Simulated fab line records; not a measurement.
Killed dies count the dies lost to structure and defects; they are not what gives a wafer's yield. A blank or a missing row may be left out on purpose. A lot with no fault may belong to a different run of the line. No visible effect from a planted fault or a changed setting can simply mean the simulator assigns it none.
A lot that was struck, set against a sound lot | flow nand harc | 21 out of 1302 route steps
Sound: wafers L852.1, L852.2, L852.3. The struck wafers were L845.2, L845.3, L845.6. Last of all comes the cause.
For every step that has rows: the tool of each side, followed by ch and its chambers, followed by its first start. Under that, the readings that differ: sound wafers | struck wafers | difference of the means | sigmas: that difference in standard deviations of wafers without a fault.
alike: same words and numbers on both sides, and readings whose means sit less than 2 such deviations apart. not compared: any withheld reading, any reading some wafer has no value for, any bound like >300 that may hide the same value, and any number with overlapping values for which the record gives no deviation.
The two part at a step that has a row with sigmas, a row that says differs or no value, or rows on one side only. Numbers that have no deviation but don't overlap get no sigmas and don't part them. A reading missing from all wafers of one side parts the sides only when that side holds two or more wafers.

NHARC_A_CONTACT_CVD_19: deposits W, target thk 300 nm, time 802 s.
  sound: cvd w-02 ch 0,1; struck: cvd w-02 ch 0,1
  alike: heater power w, throttle valve pct
NHARC_A_CONTACT_CMP_20: polishes, t overpolish 30 s, target thk 300 nm.
  sound on cmp-03 ch 1,2,3, day 28 11:24; struck on cmp-04 ch 2,3, day 25 21:38
  reading                | sound    | struck   | difference | sigmas
  time to endpoint s (s) | 63 65 66 | 56 58 58 | -7         | -2
  alike: motor current A, overpolish run s
following that, these wafers have no rows for 1 step: NHARC_A_CONTACT_SRD_22.
NHARC_A_CONTACT_INSPECT_23:
  sound: defect inspect-02 at day 28 11:49; struck: defect inspect-02 at day 25 22:00
  alike: raw defect count
then, 7 steps without rows for these wafers: NHARC_A_BLC_DEHYDRATE_00 (time 120 s); NHARC_A_BLC_HMDS_01 (time 30 s); NHARC_A_BLC_COAT_02 (time 75 s); NHARC_A_BLC_COAT_03 (time 65 s); NHARC_A_BLC_COAT_04 (resist thk 90 nm); NHARC_A_BLC_SOFTBAKE_05 (time 55 s); NHARC_A_BLC_EBR_06.
NHARC_A_BLC_EXPOSE_07: exposes mask A BLC, target cd 100 nm.
  sound on arfi scanner-01 ch 0, day 28 12:11; struck on arfi scanner-02 ch 0, day 25 22:15
  alike: mask, stage vel mm s
then, 2 steps without rows for these wafers: NHARC_A_BLC_PEB_08 (peb time 65 s); NHARC_A_BLC_DEVELOP_09 (develop time 35 s).
NHARC_A_BLC_CD_MEAS_10 targets a cd of 100 nm.
  sound on cd sem-02 ch 0, day 28 12:20; struck on cd sem-01 ch 0, day 25 22:23
  reading    | sound             | struck         | difference | sigmas
  cd nm (nm) | 101.1 100.4 100.5 | 97.8 97.7 98.3 | -2.7       | -5
NHARC_A_BLC_OVL_MEAS_11:
  sound: overlay-01 at day 28 12:25; struck: overlay-01 at day 25 22:28
  alike: overlay x nm, overlay y nm
NHARC_A_BLC_INSPECT_12:
  sound: defect inspect-02 at day 28 12:27; struck: defect inspect-02 at day 25 22:31
  alike: raw defect count
NHARC_A_BLC_DESCUM_15: chemistry O2, time 3 s.
  sound on rie diel-01 ch 1,2,3, day 28 12:31; struck on rie diel-09 ch 2,3, day 25 22:35
  reading                | sound             | struck            | difference | sigmas
  model.A_BLC.cd nm (nm) | 101.4 100.3 100.8 | 98.15 97.73 98.54 | -2.69      |
  alike: drypump motor current A, oes product au, rf vpp V, showerhead plenum p Torr, throttle valve pct
  not compared: rf hours counter h
NHARC_A_BLC_ETCH_16: etches the open film in CF4, target depth 39 nm, time 65 s.
  sound on rie diel-01 ch 1,2,3, day 28 12:36; struck on rie diel-09 ch 1,3, day 25 22:40
  reading                | sound             | struck            | difference | sigmas
  model.A_BLC.cd nm (nm) | 101.4 100.3 100.8 | 97.94 98.15 99.06 | -2.45      |
  alike: drypump motor current A, oes product au, rf vpp V, showerhead plenum p Torr, throttle valve pct
  not compared: rf hours counter h
NHARC_A_BLC_ETCH_17: etches the open film in N2/H2, target depth 390 nm, time 609.38 s.
  sound: rie diel-01 ch 0,1,2; struck: rie diel-09 ch 0,3
  alike: drypump motor current A, oes product au, rf vpp V, showerhead plenum p Torr, throttle valve pct
  not compared: rf hours counter h
NHARC_END_SORT_01:
  here the record holds rows for the struck wafers (prober-02 ch 0, day 27 19:01) but none for the sound ones

## WHERE THEY PART
Earliest at NHARC_A_CONTACT_CMP_20; latest, in this record, at NHARC_END_SORT_01.

WHY: whatever the simulator had introduced
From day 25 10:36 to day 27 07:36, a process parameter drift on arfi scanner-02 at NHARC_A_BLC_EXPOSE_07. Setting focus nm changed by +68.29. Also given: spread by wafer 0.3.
